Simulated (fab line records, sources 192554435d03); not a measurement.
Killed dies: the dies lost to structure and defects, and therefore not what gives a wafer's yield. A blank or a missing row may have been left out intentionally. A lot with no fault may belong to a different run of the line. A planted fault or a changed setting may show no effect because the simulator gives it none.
The tool behind it: which one? :: flow n5-finfet :: Sampling: 9 lots, 25 wafers, 2 of 1938 route steps

== WHAT EACH GAUGE READ, for each wafer ==
N5_FIN_SAQP_INSPECT_18: inspects for defects (brightfield).
lot: L649
measured: day 2 15:41
on: defect-inspect-02
raw-defect-count: 526 468 418

lot: L651
measured: day 3 03:23
on: defect-inspect-02
raw-defect-count: 431 522 500

lot: L655
measured: day 4 05:11
on: defect-inspect-02
raw-defect-count: 1290 1294 1170

lot: L657
measured: day 4 20:11
on: defect-inspect-02
raw-defect-count: 425 436 602

lot: L658
measured: day 4 22:03
on: defect-inspect-02
raw-defect-count: 1134 1273 1143

lot: L661
measured: day 5 16:19
on: defect-inspect-01
raw-defect-count: 466 481

lot: L662
measured: day 5 22:00
on: defect-inspect-01
raw-defect-count: 684 422

lot: L667
measured: day 7 04:18
on: defect-inspect-01
raw-defect-count: 357 514 348

lot: L669
measured: day 7 15:59
on: defect-inspect-01
raw-defect-count: 700 485 549

== WHICH TOOL RAN EACH LOT (tool, then ch and the chambers of the sampled wafers, then the start) ==
lot: L649
N5_FIN_SAQP_PECVD_48: pecvd-01 ch 0,1, day 2 15:00

lot: L651
N5_FIN_SAQP_PECVD_48: pecvd-01 ch 0,1,2, day 3 02:43

lot: L655
N5_FIN_SAQP_PECVD_48: pecvd-01 ch 0,1,2, day 4 04:38

lot: L657
N5_FIN_SAQP_PECVD_48: pecvd-02 ch 0,2, day 4 19:30

lot: L658
N5_FIN_SAQP_PECVD_48: pecvd-01 ch 0,1,2, day 4 21:22

lot: L661
N5_FIN_SAQP_PECVD_48: pecvd-04 ch 0,1, day 5 15:39

lot: L662
N5_FIN_SAQP_PECVD_48: pecvd-04 ch 0,1, day 5 21:19

lot: L667
N5_FIN_SAQP_PECVD_48: pecvd-04 ch 0,1,2, day 7 03:37

lot: L669
N5_FIN_SAQP_PECVD_48: pecvd-04 ch 0,1,2, day 7 15:17
- N5_FIN_SAQP_PECVD_48: deposits SiNx from SiH4/NH3/N2, target thk 25 nm, time 22.1 s.

== THE ANSWER, worked out from the rows above alone ==
Rule: the usual values come from the lots themselves. Put in order of their means at a reading, lots are off if they are a third of the lots or fewer, leave a main group of 4 or more, and stand apart from it by a gap of 3 or more times the standard deviation of the main group's means; of several such gaps the widest counts. A main group is skipped when, at the precision printed for the reading in the tables above, its means are all equal. Also off: a lot with no number at a reading for which 4 or more lots have one. The other lots that the step has rows for count as sound.
Off, at N5_FIN_SAQP_INSPECT_18 on raw-defect-count: L655, L658. For the main group the mean is 493 and the standard deviation 53.
If a tool, at a process step before that reading, ran all the lots that are off and no sound lot after the first of them, it fits. Gauges at N5_FIN_SAQP_INSPECT_18: tried the same way as those tools. One candidate fits, namely pecvd-01 at N5_FIN_SAQP_PECVD_48. A fault onset in the window from L651 (day 3 02:43, its last sound lot) to L655 (day 4 04:38, its first lot off) fits.

== WHAT HAD BEEN PUT IN BY THE SIMULATOR ==
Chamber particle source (pecvd-01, N5_FIN_SAQP_PECVD_48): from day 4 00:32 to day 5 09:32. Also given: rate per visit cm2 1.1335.
Shown lots that were struck: L655, L658. The same result came from the rule above.
